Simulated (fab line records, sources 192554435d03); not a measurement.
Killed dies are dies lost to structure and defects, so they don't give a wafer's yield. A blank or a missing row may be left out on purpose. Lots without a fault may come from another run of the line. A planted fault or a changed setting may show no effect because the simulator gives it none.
One fault seen from 2 desks | flow n5_finfet | each desk has only its own numbers; what lay behind them comes last

THE METROLOGY DESK
What the gauges read, lot by lot, whatever tool the lot ran on: means of the sampled wafers that have a number. A lot is out of limits, marked OUT, if its mean lies more than 4 standard deviations from the usual mean; the brackets give that distance. Of its 10 readings 7 are shown: those that lie furthest out on some lot.
Columns: A = IOFF_N at N5_BEOL_M4_RC_MEAS_101, usual 0.17 nA/um; B = IOFF_P at N5_BEOL_M4_RC_MEAS_101, usual 0.23 nA/um; C = ION_N at N5_BEOL_M4_RC_MEAS_101, usual 681 uA/um; D = ION_P at N5_BEOL_M4_RC_MEAS_101, usual 467 uA/um; E = SS_P at N5_BEOL_M4_RC_MEAS_101, usual 73.4 mV/dec; F = VT_N at N5_BEOL_M4_RC_MEAS_101, usual 249 mV; G = VT_P at N5_BEOL_M4_RC_MEAS_101, usual -249 mV
lot  | first seen here | A    | B    | C   | D   | E    | F   | G
L574 | day 8 19:08     | 0.17 | 0.23 | 678 | 464 | 72.8 | 250 | -248
L578 | day 9 21:34     | 0.20 | 0.25 | 694 | 472 | 73.7 | 244 | -247
L577 | day 9 23:52     | 0.18 | 0.21 | 685 | 464 | 73.5 | 250 | -253
L579 | day 10 04:15    | 0.20 | 0.25 | 686 | 466 | 73.7 | 247 | -248
L581 | day 10 06:43    | 0.16 | 0.21 | 681 | 464 | 73.2 | 249 | -251
L587 | day 12 05:02    | 0.18 | 0.24 | 674 | 464 | 73.2 | 250 | -249
L591 | day 13 03:09    | 0.17 | 0.27 | 688 | 479 | 72.9 | 246 | -243
L592 | day 13 04:14    | 0.25 | 0.32 | 704 | 486 | 74.3 | 242 | -243
L593 | day 13 06:14    | 0.17 | 0.25 | 690 | 478 | 73.2 | 247 | -243
L594 | day 13 12:21    | 0.16 | 0.20 | 674 | 460 | 72.9 | 249 | -249
This desk's finding: nothing out of limits on any of the 10 lots.

THE DEFECT DESK
What the inspections along the route counted, lot by lot: means of the sampled wafers that have a number. A lot is out of limits, marked OUT, if its mean lies more than 4 standard deviations from the usual mean; the brackets give that distance.
Columns: A = raw_defect_count at N5_SD_EPI_P_INSPECT_26, usual 178
lot  | first seen here | A
L574 | day 4 04:14     | 159
L577 | day 5 00:49     | 199
L578 | day 5 05:44     | 196
L579 | day 5 12:32     | 163
L581 | day 5 21:24     | 156
L587 | day 7 12:07     | 543 (+9.4) OUT
L591 | day 8 11:00     | 591 (+11) OUT
L592 | day 8 14:39     | 172
L593 | day 9 00:38     | 207
L594 | day 9 03:05     | 297
This desk's finding: out of limits on L587, L591; first on L587, day 7 12:07 (raw_defect_count at N5_SD_EPI_P_INSPECT_26). In limits: L574, L577, L578, L579, L581, L592, L593, L594.

PUT TOGETHER
The defect desk could have raised an alarm at day 7 12:07, on L587, L591.
The metrology desk saw nothing out of limits.
The metrology desk has L587, L591 on record, within its limits.
Of the lots named, all ran N5_SD_EPI_P_PRECLEAN_33 on wet_bench-05.

WHAT THE SIMULATOR HAD PUT IN
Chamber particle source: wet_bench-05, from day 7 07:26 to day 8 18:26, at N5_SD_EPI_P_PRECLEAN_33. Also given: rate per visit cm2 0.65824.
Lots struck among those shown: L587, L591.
Hours from the fault's start to each desk's first reading out of limits: the defect desk, 5.
